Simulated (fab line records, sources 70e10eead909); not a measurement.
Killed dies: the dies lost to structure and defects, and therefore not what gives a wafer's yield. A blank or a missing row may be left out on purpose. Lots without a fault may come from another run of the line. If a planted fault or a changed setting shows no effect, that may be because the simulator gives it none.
Which tool is to blame?	flow nand harc	6 lots, 18 wafers sampled, at 2 steps of a route of 1159

## WHAT THE GAUGES SHOWED, per wafer
NHARC_P_STI_CD_MEAS_09: the cd target is 200 nm.
lot	measured	on	cd nm (nm)
L710	day 3 07:32	cd sem-01	202.3 198.6 202.8
L712	day 3 22:52	cd sem-03	202.8 199.6 201.3
L716	day 4 23:52	cd sem-02	202.9 204.0 203.1
L727	day 7 16:37	cd sem-02	199.2 196.7 199.8
L729	day 8 01:23	cd sem-02	202.6 197.1 201.9

## WHICH TOOL RAN EACH LOT (tool, then ch and the chambers of the sampled wafers, then the start)
lot	NHARC_P_ZERO_WELL_ETCH_62
L710	rie diel-04 ch 0,1, day 2 13:35
L712	rie diel-12 ch 1,3, day 3 01:35
L716	rie diel-04 ch 0,2, day 4 01:35
L718	rie diel-04 ch 0,3, day 4 13:35
L727	rie diel-04 ch 0,3, day 6 19:27
L729	rie diel-04 ch 0,1,2, day 7 07:28
- NHARC_P_ZERO_WELL_ETCH_62: etches the open film in CHF3/Ar, target depth 13 nm, time 6.5 s.

## THE ANSWER, worked out from the rows above alone
Rule: the lots themselves supply what counts as usual. The widest of any qualifying gaps counts: lots, ordered by their means at a reading, are off when they make up no more than a third of the lots, leave a main group of 4 or more, and stand apart from it by 3 or more times the standard deviation of that group's means. The tables above print the reading to a certain number of digits; a main group whose means all agree to those digits is not used. Also off: a lot with no number at a reading for which 4 or more lots have one. Any other lot the step has rows for is counted as sound.
No lot is off on any of the readings shown, so nothing can be concluded from this.

## WHAT HAD BEEN PUT IN BY THE SIMULATOR
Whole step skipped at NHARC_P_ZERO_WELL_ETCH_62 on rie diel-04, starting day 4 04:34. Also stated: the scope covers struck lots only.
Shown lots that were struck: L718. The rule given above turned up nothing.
